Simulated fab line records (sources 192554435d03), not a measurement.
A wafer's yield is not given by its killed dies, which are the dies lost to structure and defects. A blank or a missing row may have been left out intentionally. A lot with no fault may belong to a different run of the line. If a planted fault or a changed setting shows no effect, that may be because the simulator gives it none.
A single fault, viewed from 3 desks ; flow n5-finfet ; only its own numbers are on each desk; what lay behind them is given at the end

== THE DEFECT DESK ==
Counts from the inspections along the route, per lot, as means over the sampled wafers that have a number. Marked OUT: a lot whose mean sits more than 4 standard deviations from the usual mean, which makes it out of limits; the brackets give that distance.
Columns: A = raw-defect-count at N5_MOL_CONTACT_COAG_INSPECT_97, usual 47
lot;first seen here;A
L186;day 6 21:54;53
L187;day 7 00:55;55
L188;day 7 08:04;68
L190;day 7 20:42;46
L191;day 8 06:13;34
L192;day 8 09:12;55
L193;day 8 14:34;41
L194;day 9 06:41;34
L195;day 9 09:41;26
L199;day 10 05:19;72
L200;day 10 13:45;78
L201;day 10 18:59;29
L203;day 11 04:05;53
Finding of this desk: none of the 13 lots has anything out of limits.

== METROLOGY DESK ==
What the gauges read, lot by lot, whatever tool the lot ran on: means of the sampled wafers that have a number. Marked OUT: a lot whose mean sits more than 4 standard deviations from the usual mean, which makes it out of limits; the brackets give that distance.
Columns: A = cd-nm at N5_MOL_CONTACT_COAG_CD_MEAS_101, usual 15.9 nm
lot;first seen here;A
L186;day 6 15:43;16.3
L187;day 6 20:56;15.8
L188;day 7 04:16;15.9
L190;day 7 16:52;16.2
L191;day 8 02:25;16.1
L192;day 8 02:48;15.9
L193;day 8 10:45;15.7
L194;day 9 02:52;16.2
L195;day 9 02:56;15.8
L199;day 10 01:30;15.7
L200;day 10 09:55;15.8
L201;day 10 15:11;15.8
L203;day 11 00:17;16.0
Finding of this desk: none of the 13 lots has anything out of limits.

== FOR THE TOOL OWNER'S DESK: litho-track-05 ==
The tool's own readings at N5_BEOL_M0_SAQP_COAT_82 (time 60 s, resist thk 30 nm): means of the sampled wafers that have a number, for each lot that ran on this tool. Marked OUT: a lot whose mean sits more than 4 standard deviations from the usual mean, which makes it out of limits; the brackets give that distance.
Columns: A = dispense-pressure-kPa at N5_BEOL_M0_SAQP_COAT_82, usual 52 kPa; B = spin-speed-rpm at N5_BEOL_M0_SAQP_COAT_82, usual 1500.0 rpm
lot;first seen here;A;B
L186;day 7 00:08;56;1499.8
L187;day 7 03:49;56;1500.3
L190;day 7 23:52;56;1500.2
L195;day 9 10:32;56;1500.1
L199;day 10 08:14;56;1591.4 (+95) OUT
L201;day 10 21:12;56;1590.6 (+94) OUT
This desk finds L199, L201 out of limits, L199 being first, at day 10 08:14 (spin-speed-rpm at N5_BEOL_M0_SAQP_COAT_82). L186, L187, L190, L195: within limits.

== PUT TOGETHER ==
On L199, L201, at day 10 08:14, an alarm was possible from the tool owner's desk.
The defect desk saw nothing out of limits.
The metrology desk saw nothing out of limits.
The defect desk has L199, L201 on record, within its limits.
The metrology desk holds a record of L199, L201, inside its limits.
N5_BEOL_M0_SAQP_COAT_82 was run on litho-track-05 by each of the lots named.

== WHAT THE SIMULATOR HAD PUT IN ==
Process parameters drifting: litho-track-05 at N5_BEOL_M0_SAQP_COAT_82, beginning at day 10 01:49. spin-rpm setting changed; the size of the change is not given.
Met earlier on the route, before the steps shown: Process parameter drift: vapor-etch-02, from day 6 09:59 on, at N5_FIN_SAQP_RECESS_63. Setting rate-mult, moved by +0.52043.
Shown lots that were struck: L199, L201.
How many hours passed from the start of the fault until each desk's first out-of-limits reading: the tool owner's desk, 6.
